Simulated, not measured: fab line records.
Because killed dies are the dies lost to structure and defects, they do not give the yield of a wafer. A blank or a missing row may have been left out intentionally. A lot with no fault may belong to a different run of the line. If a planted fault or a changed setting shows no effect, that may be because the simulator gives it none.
fab line records -- flow n5_finfet
record lots=6, wafers=16, last_day=16
route steps=1938 shown BEOL_M1@806 BEOL_M2@841 PASSIVATION@1936
lots untouched by any fault: they come from a run of this same line in which no faults occurred
start_h: start of the lot's first displayed wafer, in hours after the record's first day -- wait_h: hours from the lot's prior step to this one -- " the same as in the row above -- L1.1+2: several wafers, shown together as one row -- - value missing, or start not given -- * or withheld: withheld -- < > ~ a bound
route shown NAME@n: a module of which the file shows steps, and the number in the route of the first -- usual: average and standard deviation across the fault-free wafers -- same: alike in all rows -- chamber/n: place in a boat -- sites: readings site by site -- _std_site: the values' standard deviation -- _edge_site: inner sites' mean taken away from outer sites' mean -- radius_mm: how far each site lies from the wafer's centre -- mask NAME#n: copy n -- behind: the last tool/chamber to shape the wafer -- hold: why the lot was held/for how many hours/how that ended -- device: which transistor (n, p or np) failed to switch -- end of line: tests run on the same wafers once the route is complete -- a step without rows: its recipe alone -- killed: at the first sort, the dies lost to defects and structure; wafer yield is something else -- map: dies across one wafer; x = killed, . = not, _ = none there
set.NAME: the run value of the setting; set.NAME@STEP: its run value at that earlier step -- model.NAME: the simulator's own value behind a step, which no gauge read
lots at some steps of the route; a table a step, a row a wafer
## steps
# step N5_BEOL_M1_PRECLEAN_42
# recipe chemistry=residue_remover, time_s=60, temp_c=40
# step N5_BEOL_M1_SRD_43
# recipe time_s=30, temp_c=23, rinse_liquid=diw, dry=ipa_marangoni
# step N5_BEOL_M1_CD_MEAS_35
# recipe target_cd_nm=18, target_cd_y_nm=21, polarity=opening
# usual cd_nm=18.0/0.41
lot.wafer,tool,chamber,start_h,wait_h,cd_nm
L283.1,cd_sem-02,-,147.78,0.0,17.7
L283.4,cd_sem-02,-,147.78,0.0,17.6
L283.5,cd_sem-02,-,147.78,0.0,18.1
L285.2,cd_sem-02,-,158.67,0.0,17.3
L285.6,cd_sem-02,-,158.67,0.0,17.7
L287.4,cd_sem-02,-,167.95,0.0,17.8
L287.5,cd_sem-02,-,167.95,0.0,18.3
L295.2,cd_sem-01,-,221.08,0.0,18.5
L295.4,cd_sem-01,-,221.08,0.0,17.9
L295.6,cd_sem-01,-,221.08,0.0,18.3
L296.1,cd_sem-03,-,230.71,0.0,17.8
L296.3,cd_sem-03,-,230.71,0.0,18.0
L296.4,cd_sem-03,-,230.71,0.0,17.7
L301.1,cd_sem-01,-,256.36,0.0,18.3
L301.2,cd_sem-01,-,256.36,0.0,18.5
L301.3,cd_sem-01,-,256.36,0.0,18.0
# step N5_BEOL_M1_DEGAS_44
# recipe ambient=vacuum, temp_c=250, time_s=60
# step N5_BEOL_M1_PRE_CLEAN_45
# recipe gas=H2/He, time_s=30, temp_c=250
# step N5_BEOL_M1_ALD_84
# recipe material=TaN, target_thk_a=*, temp_c=275, ald_precursor_family=PDMAT, ald_co_reactant=NH3, pressure_torr=3, carrier_flow_sccm=1500, pulse_time_s=2, purge_time_s=3, co_reactant_purge_time_s=2, co_reactant_pulse_time_s=3, ald_cycles=30, precursor_vessel_temp_c=75, precursor_vessel_pressure_torr=26.25, precursor_vessel_carrier_sccm=1000
# usual heater_power_w=405/40
lot.wafer,tool,chamber,start_h,wait_h,heater_power_w
L283.1,ald_metal-04,1,148.42,0.1,344
L283.4,ald_metal-04,0,148.42,0.1,337
L283.5,ald_metal-04,1,148.42,0.1,353
L285.2,ald_metal-01,1,159.19,0.1,478
L285.6,ald_metal-01,1,159.19,0.1,463
L287.4,ald_metal-04,2,168.25,0.0,405
L287.5,ald_metal-04,0,168.25,0.0,341
L295.2,ald_metal-01,1,221.89,0.1,465
L295.4,ald_metal-01,3,221.89,0.1,405
L295.6,ald_metal-01,1,221.89,0.1,459
L296.1,ald_metal-01,3,233.88,0.1,402
L296.3,ald_metal-01,2,233.88,0.1,432
L296.4,ald_metal-01,1,233.88,0.1,450
L301.1,ald_metal-01,1,256.74,0.3,459
L301.2,ald_metal-01,3,256.74,0.3,401
L301.3,ald_metal-01,2,256.74,0.3,448
# step N5_BEOL_M1_SURFACE_TREAT_85
# recipe gas=Ar, time_s=*, ion_energy_ev=*, ion_current_ma_cm2=0.5, pressure_mtorr=*, ar_flow_sccm=30
# step N5_BEOL_M1_CVD_47
# recipe material=Co, target_thk_a=30, temp_c=withheld, precursor=CCTBA/H2, pressure_torr=30, time_s=223.8
# step N5_BEOL_M1_SPUTTER_48
# recipe material=Cu, target_thk_a=45, temp_c=-20, chamber_pressure_pa=0.07, power_w=withheld, time_s=8.29
# step N5_BEOL_M1_ANNEAL_49
# recipe temp_c=400, time_s=240, ambient=vacuum
# step N5_BEOL_M1_SPUTTER_79
# recipe material=Cu, target_thk_a=45, temp_c=-20, chamber_pressure_pa=0.07, power_w=withheld, time_s=8.29
# step N5_BEOL_M1_ANNEAL_80
# recipe temp_c=400, time_s=240, ambient=vacuum
# usual heater_power_w=853/83
lot.wafer,tool,chamber,start_h,wait_h,heater_power_w
L283.1,pvd_sputter-03,-,149.35,0.0,852
L283.4,pvd_sputter-03,-,149.35,0.0,1000
L283.5,pvd_sputter-03,-,149.35,0.0,911
L285.2,pvd_sputter-02,-,159.96,0.0,737
L285.6,pvd_sputter-02,-,159.96,0.0,746
L287.4,pvd_sputter-01,-,170.06,0.0,752
L287.5,pvd_sputter-01,-,170.06,0.0,985
L295.2,pvd_sputter-03,-,222.79,0.0,969
L295.4,pvd_sputter-03,-,222.79,0.0,933
L295.6,pvd_sputter-03,-,222.79,0.0,912
L296.1,pvd_sputter-03,-,234.89,0.0,839
L296.3,pvd_sputter-03,-,234.89,0.0,929
L296.4,pvd_sputter-03,-,234.89,0.0,985
L301.1,pvd_sputter-01,-,257.76,0.0,830
L301.2,pvd_sputter-01,-,257.76,0.0,978
L301.3,pvd_sputter-01,-,257.76,0.0,755
# step N5_BEOL_M1_SPUTTER_81
# recipe material=Cu, target_thk_a=45, temp_c=-20, chamber_pressure_pa=0.07, power_w=withheld, time_s=8.29
# usual throttle_valve_pct=29.6/0.97
lot.wafer,tool,chamber,start_h,wait_h,throttle_valve_pct
L283.1,pvd_sputter-03,-,149.49,0.1,30.2
L283.4,pvd_sputter-03,-,149.49,0.1,30.8
L283.5,pvd_sputter-03,-,149.49,0.1,29.1
L285.2,pvd_sputter-02,-,160.10,0.1,30.5
L285.6,pvd_sputter-02,-,160.10,0.1,30.3
L287.4,pvd_sputter-01,-,170.20,0.1,29.3
L287.5,pvd_sputter-01,-,170.20,0.1,29.3
L295.2,pvd_sputter-03,-,222.93,0.1,30.4
L295.4,pvd_sputter-03,-,222.93,0.1,28.8
L295.6,pvd_sputter-03,-,222.93,0.1,28.9
L296.1,pvd_sputter-03,-,235.03,0.1,30.1
L296.3,pvd_sputter-03,-,235.03,0.1,28.8
L296.4,pvd_sputter-03,-,235.03,0.1,30.5
L301.1,pvd_sputter-01,-,257.90,0.1,31.8
L301.2,pvd_sputter-01,-,257.90,0.1,29.3
L301.3,pvd_sputter-01,-,257.90,0.1,29.4
# step N5_BEOL_M1_ANNEAL_82
# recipe temp_c=400, time_s=240, ambient=vacuum
# step N5_BEOL_M1_SPUTTER_86
# recipe material=Cu, target_thk_a=45, temp_c=-20, chamber_pressure_pa=0.07, power_w=withheld, time_s=8.29
# step N5_BEOL_M1_ANNEAL_87
# recipe temp_c=400, time_s=240, ambient=vacuum
# step N5_BEOL_M1_SPUTTER_88
# recipe material=Cu, target_thk_a=45, temp_c=-20, chamber_pressure_pa=0.07, power_w=withheld, time_s=8.29
# usual throttle_valve_pct=29.6/0.96
lot.wafer,tool,chamber,start_h,wait_h,throttle_valve_pct
L283.1,pvd_sputter-03,-,149.93,0.1,30.1
L283.4,pvd_sputter-03,-,149.93,0.1,30.5
L283.5,pvd_sputter-03,-,149.93,0.1,28.8
L285.2,pvd_sputter-02,-,160.54,0.1,30.2
L285.6,pvd_sputter-02,-,160.54,0.1,30.3
L287.4,pvd_sputter-01,-,170.64,0.1,29.5
L287.5,pvd_sputter-01,-,170.64,0.1,29.5
L295.2,pvd_sputter-03,-,223.37,0.1,30.5
L295.4,pvd_sputter-03,-,223.37,0.1,28.5
L295.6,pvd_sputter-03,-,223.37,0.1,28.7
L296.1,pvd_sputter-03,-,235.47,0.1,30.0
L296.3,pvd_sputter-03,-,235.47,0.1,28.7
L296.4,pvd_sputter-03,-,235.47,0.1,30.6
L301.1,pvd_sputter-01,-,258.34,0.1,31.9
L301.2,pvd_sputter-01,-,258.34,0.1,29.7
L301.3,pvd_sputter-01,-,258.34,0.1,29.2
# step N5_BEOL_M1_ANNEAL_89
# recipe temp_c=400, time_s=240, ambient=vacuum
# step N5_BEOL_M1_SPUTTER_90
# recipe material=Cu, target_thk_a=45, temp_c=-20, chamber_pressure_pa=0.07, power_w=withheld, time_s=8.29
# step N5_BEOL_M1_ANNEAL_91
# recipe temp_c=400, time_s=240, ambient=vacuum
# step N5_BEOL_M1_SPUTTER_92
# recipe material=Cu, target_thk_a=45, temp_c=-20, chamber_pressure_pa=0.07, power_w=withheld, time_s=8.29
# step N5_BEOL_M1_ANNEAL_93
# recipe temp_c=400, time_s=240, ambient=vacuum
# step N5_BEOL_M1_SPUTTER_94
# recipe material=Cu, target_thk_a=45, temp_c=-20, chamber_pressure_pa=0.07, power_w=withheld, time_s=8.29
# usual throttle_valve_pct=29.6/0.98
lot.wafer,tool,chamber,start_h,wait_h,throttle_valve_pct
L283.1,pvd_sputter-03,-,150.59,0.1,30.0
L283.4,pvd_sputter-03,-,150.59,0.1,30.5
L283.5,pvd_sputter-03,-,150.59,0.1,28.9
L285.2,pvd_sputter-02,-,161.20,0.1,30.4
L285.6,pvd_sputter-02,-,161.20,0.1,30.4
L287.4,pvd_sputter-01,-,171.30,0.1,29.2
L287.5,pvd_sputter-01,-,171.30,0.1,29.5
L295.2,pvd_sputter-03,-,224.03,0.1,30.5
L295.4,pvd_sputter-03,-,224.03,0.1,28.7
L295.6,pvd_sputter-03,-,224.03,0.1,28.7
L296.1,pvd_sputter-03,-,236.13,0.1,29.9
L296.3,pvd_sputter-03,-,236.13,0.1,28.6
L296.4,pvd_sputter-03,-,236.13,0.1,30.5
L301.1,pvd_sputter-01,-,259.00,0.1,32.1
L301.2,pvd_sputter-01,-,259.00,0.1,29.6
L301.3,pvd_sputter-01,-,259.00,0.1,29.2
# step N5_BEOL_M1_ANNEAL_95
# recipe temp_c=400, time_s=240, ambient=vacuum
# step N5_BEOL_M1_SPUTTER_96
# recipe material=Cu, target_thk_a=45, temp_c=-20, chamber_pressure_pa=0.07, power_w=withheld, time_s=8.29
# step N5_BEOL_M1_ECD_50
# recipe material=Cu, target_thk_a=3000
# step N5_BEOL_M1_ANNEAL_51
# recipe temp_c=225, time_s=90, ambient=N2
# usual anneal_temp_c=224.96/0.17, wafer_temp_C_max=226.02/0.26
lot.wafer,tool,chamber,start_h,wait_h,anneal_temp_c,wafer_temp_C_max
L283.1,rtp_anneal-02,0,151.01,0.1,224.97,226.22
L283.4,rtp_anneal-02,0,151.01,0.1,225.00,226.08
L283.5,rtp_anneal-02,0,151.01,0.1,224.71,226.14
L285.2,rtp_anneal-02,0,161.68,0.1,225.02,225.90
L285.6,rtp_anneal-02,0,161.68,0.1,224.97,225.91
L287.4,rtp_anneal-01,0,171.86,0.2,225.08,225.89
L287.5,rtp_anneal-01,0,171.86,0.2,224.96,225.68
L295.2,rtp_anneal-02,0,224.49,0.1,225.26,225.58
L295.4,rtp_anneal-02,0,224.49,0.1,225.00,226.13
L295.6,rtp_anneal-02,0,224.49,0.1,225.20,225.59
L296.1,rtp_anneal-02,0,236.55,0.1,224.82,225.68
L296.3,rtp_anneal-02,0,236.55,0.1,224.84,226.16
L296.4,rtp_anneal-02,0,236.55,0.1,224.97,226.32
L301.1,rtp_anneal-01,0,259.42,0.1,224.91,225.96
L301.2,rtp_anneal-01,0,259.42,0.1,224.95,226.09
L301.3,rtp_anneal-01,0,259.42,0.1,225.11,226.06
# step N5_BEOL_M1_CMP_52
# recipe stop_on=SiOC, t_overpolish_s=6.8, down_force_psi=1, platen_rpm=50, clearing_platen_down_force_psi=1.5, clearing_platen_rpm=50, post_cmp_clean=cu_alkaline, target_thk_nm=40, clearing_platen_pad_velocity_m_s=0.99484, pad_velocity_m_s=0.99484
# step N5_BEOL_M1_PRE_CLEAN_60
# recipe gas=NH3/H2, time_s=15, temp_c=*, rf_power_w=300
# step N5_BEOL_M1_CO_CAP_55
# recipe material=Co, target_thk_a=20, temp_c=200, precursor=CCTBA/H2, pressure_torr=30, time_s=102.1
# step N5_BEOL_M1_PRE_CLEAN_56
# recipe gas=NH3, time_s=15, temp_c=withheld, rf_power_w=300
# step N5_BEOL_M1_DEP_57
# recipe material=SiCN, target_thk_a=80, temp_c=withheld, precursor=3MS/NH3, pressure_torr=3, rf_w=202, time_s=14
# step N5_BEOL_M1_RS_MEAS_58
# recipe thk_meas_gauge=four-point-probe, reads=Co_of_BEOL_M1_CO_CAP_55+Cu_of_BEOL_M1_ECD_50+Co_of_BEOL_M1_CVD_47+TaN_of_BEOL_M1_ALD_84
# usual M1_RS=0.65/0.044
lot.wafer,tool,chamber,start_h,wait_h,M1_RS[ohm/sq]
L283.1,film_metro-01,-,151.86,0.0,0.65
L283.4,film_metro-01,-,151.86,0.0,0.67
L283.5,film_metro-01,-,151.86,0.0,0.70
L285.2,film_metro-02,-,162.74,0.1,0.66
L285.6,film_metro-02,-,162.74,0.1,0.70
L287.4,film_metro-01,-,172.64,0.0,0.57
L287.5,film_metro-01,-,172.64,0.0,0.65
L295.2,film_metro-01,-,225.30,0.1,0.65
L295.4,film_metro-01,-,225.30,0.1,0.63
L295.6,film_metro-01,-,225.30,0.1,0.61
L296.1,film_metro-02,-,237.43,0.1,0.77
L296.3,film_metro-02,-,237.43,0.1,0.61
L296.4,film_metro-02,-,237.43,0.1,0.72
L301.1,film_metro-02,-,260.27,0.0,0.65
L301.2,film_metro-02,-,260.27,0.0,0.68
L301.3,film_metro-02,-,260.27,0.0,0.61
# step N5_BEOL_M2_ILD_DEP_00
# recipe material=SiOC, target_thk_a=790, temp_c=350, precursor=DEMS/O2, pressure_torr=5, rf_w=500, time_s=15.3
# step N5_BEOL_M2_THK_MEAS_01
# recipe reads=SiOC_of_BEOL_M2_ILD_DEP_00
# usual M2_ILD_THK=78.5/1.3
lot.wafer,tool,chamber,start_h,wait_h,M2_ILD_THK[nm]
L283.1,film_metro-02,-,151.99,0.0,76.3
L283.4,film_metro-02,-,151.99,0.0,76.3
L283.5,film_metro-02,-,151.99,0.0,76.9
L285.2,film_metro-02,-,162.87,0.1,75.8
L285.6,film_metro-02,-,162.87,0.1,78.0
L287.4,film_metro-02,-,172.77,0.0,81.0
L287.5,film_metro-02,-,172.77,0.0,79.5
L295.2,film_metro-02,-,225.44,0.1,77.2
L295.4,film_metro-02,-,225.44,0.1,77.2
L295.6,film_metro-02,-,225.44,0.1,78.8
L296.1,film_metro-02,-,237.56,0.0,80.7
L296.3,film_metro-02,-,237.56,0.0,79.0
L296.4,film_metro-02,-,237.56,0.0,81.3
L301.1,film_metro-02,-,260.40,0.0,78.5
L301.2,film_metro-02,-,260.40,0.0,77.9
L301.3,film_metro-02,-,260.40,0.0,78.4
# step N5_BEOL_M2_PECVD_72
# recipe material=SiO2, target_thk_a=160, temp_c=400, precursor=TEOS/O2, pressure_torr=5.5, rf_w=450, teos_flow_sccm=53.8, gas=O2, flow_sccm=3000, time_s=18
# step N5_BEOL_M2_HM_DEP_02
# recipe material=TiN, target_thk_a=200, temp_c=25, chamber_pressure_pa=0.49996
# step N5_BEOL_M2_COAT_61
# recipe resist=SOC, temp_c=250, time_s=60, spin_rpm=1500, resist_thk_nm=60
# step N5_BEOL_M2_COAT_62
# recipe resist=SiARC, temp_c=220, time_s=60, spin_rpm=1500, resist_thk_nm=12
# step N5_BEOL_M2_COAT_73
# recipe resist=underlayer, temp_c=205, time_s=60, spin_rpm=1500, resist_thk_nm=5
# step N5_PASSIVATION_PROBE_49
# usual defect_limited_yield=91.2/1.4, killed_at_M0_to_M3=32/9.3, killed_at_M4_up=14/4.9, killed_at_contacts=15/7.5, killed_at_front_end=40/11, killed_at_other=4/3.3, killed_dies=104/17, killed_open=68/14, killed_short=33/7.9, sort_bin_5_function=5.2/0.99, sort_bin_6_memory=3.2/0.65, sort_bin_8_speed=0.03/0.19, sort_n_pass=1076/17, sort_yield_pct=91.1/1.5
# same gross_dies=1180, killed_at_back_side=0, sort_bin_4_leakage[%]=0
lot.wafer,tool,chamber,start_h,wait_h,defect_limited_yield[%],killed_at_M0_to_M3,killed_at_M4_up,killed_at_contacts,killed_at_front_end,killed_at_other,killed_dies,killed_open,killed_short,sort_bin_5_function[%],sort_bin_6_memory[%],sort_bin_8_speed[%],sort_n_pass,sort_yield_pct[%]
L285.2,prober-01,-,292.59,0.1,91.0,19,14,24,48,1,106,63,41,5.6,3.0,0,1074,91.0
L285.6,prober-01,-,292.79,0.3,89.9,36,8,25,50,0,119,91,26,5.9,3.8,0.08,1061,89.9
L295.2,prober-02,-,363.30,0.1,80.8,155,14,12,36,9,226,76,29,12.1,5.3,0,954,80.8
L295.4,prober-02,-,363.40,0.2,85.8,99,15,13,39,1,167,65,27,9.1,3.5,0,1013,85.8
L295.6,prober-02,-,363.50,0.3,85.3,108,5,19,32,10,174,44,44,8.8,4.1,0,1006,85.3
L296.1,prober-01,-,365.86,0.0,83.7,129,18,14,24,7,192,55,24,10.8,3.6,0,988,83.7
L296.3,prober-01,-,365.96,0.1,86.1,104,6,20,30,4,164,58,26,8.6,3.7,0,1016,86.1
L296.4,prober-01,-,366.01,0.2,79.6,144,12,9,46,30,241,61,24,12.8,4.4,0,939,79.6
# killed by level:class
L285.2 MOL_CONTACT_COAG:geometric_particle:open=17 STI_FIN_REVEAL:geometric_particle:open=15 FIN_SAQP:geometric_particle:short=9 STI_FIN_REVEAL:geometric_particle:short=7 MOL_CONTACT_COAG:geometric_particle:short=7 BEOL_M0_SAQP:geometric_particle:short=6 FIN_SAQP:geometric_particle:open=5 BEOL_M0_SAQP:geometric_particle:open=5
L285.6 STI_FIN_REVEAL:geometric_particle:open=21 MOL_CONTACT_COAG:geometric_particle:open=18 BEOL_M3:geometric_particle:open=12 FIN_SAQP:geometric_particle:open=7 MOL_CONTACT_COAG:geometric_particle:short=7 BEOL_M2:geometric_particle:open=6 BEOL_M1:geometric_particle:open=6 STI_FIN_REVEAL:geometric_particle:short=4
L295.2 BEOL_M1:unspecified=115 STI_FIN_REVEAL:geometric_particle:open=13 BEOL_M3:geometric_particle:open=11 MOL_CONTACT_COAG:geometric_particle:open=10 BEOL_M4:geometric_particle:open=9 BEOL_M0_SAQP:geometric_particle:short=8 BEOL_M0_SAQP:geometric_particle:open=8 FIN_SAQP:geometric_particle:open=4
L295.4 BEOL_M1:unspecified=73 MOL_CONTACT_COAG:geometric_particle:open=11 FIN_SAQP:geometric_particle:open=10 BEOL_M4:geometric_particle:open=9 BEOL_M0_SAQP:geometric_particle:short=8 BEOL_M0_SAQP:geometric_particle:open=7 STARTING-WAFER:geometric_particle:open=7 DUMMY_GATE:geometric_particle:open=5
L295.6 BEOL_M1:unspecified=79 MOL_CONTACT_COAG:geometric_particle:open=12 FIN_SAQP:geometric_particle:short=9 MOL_CONTACT_COAG:geometric_particle:short=7 BEOL_M0_SAQP:geometric_particle:short=7 BEOL_M2:geometric_particle:open=6 STI_FIN_REVEAL:geometric_particle:short=5 GATE_CUT:geometric_particle:short=5
L296.1 BEOL_M1:unspecified=107 MOL_CONTACT_COAG:geometric_particle:open=10 BEOL_M4:geometric_particle:open=10 STI_FIN_REVEAL:geometric_particle:open=6 BEOL_M2:geometric_particle:open=6 PASSIVATION:area_etch=6 MOL_CONTACT_COAG:geometric_particle:short=4 BEOL_M0_SAQP:geometric_particle:open=4
L296.3 BEOL_M1:unspecified=76 MOL_CONTACT_COAG:geometric_particle:open=18 BEOL_M0_SAQP:geometric_particle:short=9 STI_FIN_REVEAL:geometric_particle:open=7 BEOL_M3:geometric_particle:open=6 FIN_SAQP:geometric_particle:open=5 BEOL_M0_SAQP:geometric_particle:open=5 BEOL_M0:geometric_particle:open=4
L296.4 BEOL_M1:unspecified=116 PASSIVATION:area_etch=27 HKMG_FIN:area_etch=12 STI_FIN_REVEAL:geometric_particle:open=11 BEOL_M0_SAQP:geometric_particle:short=8 MOL_CONTACT_COAG:geometric_particle:open=7 BEOL_M4:geometric_particle:open=7 BEOL_M0_SAQP:geometric_particle:open=6
# map L295.2 (x killed, . not)
_________________.........x..________________
______________........x.......x._____________
___________.........x..........x...__________
__________...x......................_________
________...............x.....x...x...._______
_______............x......x.........x..______
______........xx.............x.....x..x._____
_____......................x....x....x.x.____
____.....x.x..........x.x.x...x....x...x..___
___....x...................................__
___.......................x.......x........__
__..x...x..x..............x................._
__..............x........................x.._
_.....x..........................x...x.......
_.....x...................x......x...........
_......x................................x....
_...............x.x..........x...x..x........
_..x...xx.................x..x..........x....
_................x..x...xxx..xx.....x.......x
_...x..x............x....x.xxx...x...........
_........x....xx.......x.xxx.xxxx...x..xxx...
__.........x.....x...x...xxxxxxxx..x........_
__...x........x.......xxxxxxxxxxxxxxx......._
___.x....x..............xxxxxxxxxxx....x...__
___.x......x....x..x..xxxxxxxxxxxxxxxx.....__
____.x...xx........x..xxxxxxxxxxxxx.......___
_____...x.............xxxxxxxxxxxx.x.....____
______....x......x....xxx.xxxxxxxxx...x._____
_______...x..............x.xxxxxxx..x..______
________.....x..........x.x.........x._______
__________.x..x.....x.......x...x.x._________
___________..x.......x......x.....x__________
______________.........x.x....x._____________
_________________.x..........________________
# map L296.4 (x killed, . not)
_________________..........xx________________
______________.......x......xxxx_____________
___________..x...........x...x.xxxx__________
__________xx...x.........x.......xxx_________
________xx..x....x..................xx_______
_______x.................x...........xx______
______.x....x.......x.............x....._____
_____x....xx...x.....................x...____
____x........x.x.........x.x...x..x.......___
___........................................__
___.......x.............x.................x__
__x.......................x...x.........x.xx_
__.........................................x_
_........x..........x....................x.xx
_....x....x.............xx.x...x.............
_........................x...x.x........x....
_.......x....................................
_.........x.x.x.x.........x.x................
_..x.x..........x..x.........x...............
_.............x.........x...xx.xx.....x......
_......x.....x.x........xx.xxxxx.xx..........
__........x..x..........xxxxxxxxxx.x......x._
__........x....x.......xxxxxxxxxxxxx...x...x_
___x....x..........xx..xxxxxxxxxxxx........__
___....................xxxxxxxxxxx.x.......__
____..x...............xx.xxxxxxxxxxx.....x___
_____...........x.x.x.xx.xxxxxxxxx.xx....____
______........x.......xxxxxxxxxxxx......_____
_______..................xx.xxxx.......______
________.......x..xxx.x..xx.xxxx..x..._______
__________.......x......xxxxxx......_________
___________.x..............x..xx...__________
______________..x.........x...x._____________
_________________x......x..x.________________
## key
first_sign step=N5_PASSIVATION_PROBE_49, reading=killed_at_M0_to_M3, direction=up, sigmas=9.8, usual=32, struck=123
effect step=N5_PASSIVATION_PROBE_49, reading=killed_dies, direction=up, sigmas=5.3, usual=104, struck=194
more_kills_born_at N5_BEOL_M1_SPUTTER_81@pvd_sputter-03=566
met_at N5_BEOL_M1_SPUTTER_81
struck_wafers L295.2,L295.4,L295.6,L296.1,L296.3,L296.4
baseline_loss step=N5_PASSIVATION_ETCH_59, wafers=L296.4
onset_between 149.49 222.93
also_fits N5_BEOL_M1_ANNEAL_80:pvd_sputter-03,N5_BEOL_M1_SPUTTER_88:pvd_sputter-03,N5_BEOL_M1_SPUTTER_94:pvd_sputter-03,N5_BEOL_M1_ANNEAL_51:rtp_anneal-02
fault kind=chamber_particle_source, tool=pvd_sputter-03, chamber=-, onset_h=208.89, steps=N5_BEOL_M1_SPUTTER_81, rate_per_visit_cm2=0.65477, end_h=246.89
# baseline_loss: these wafers lose ten dies or more at that step, a loss of the line's own and not of a fault; the sort's usual values leave them out
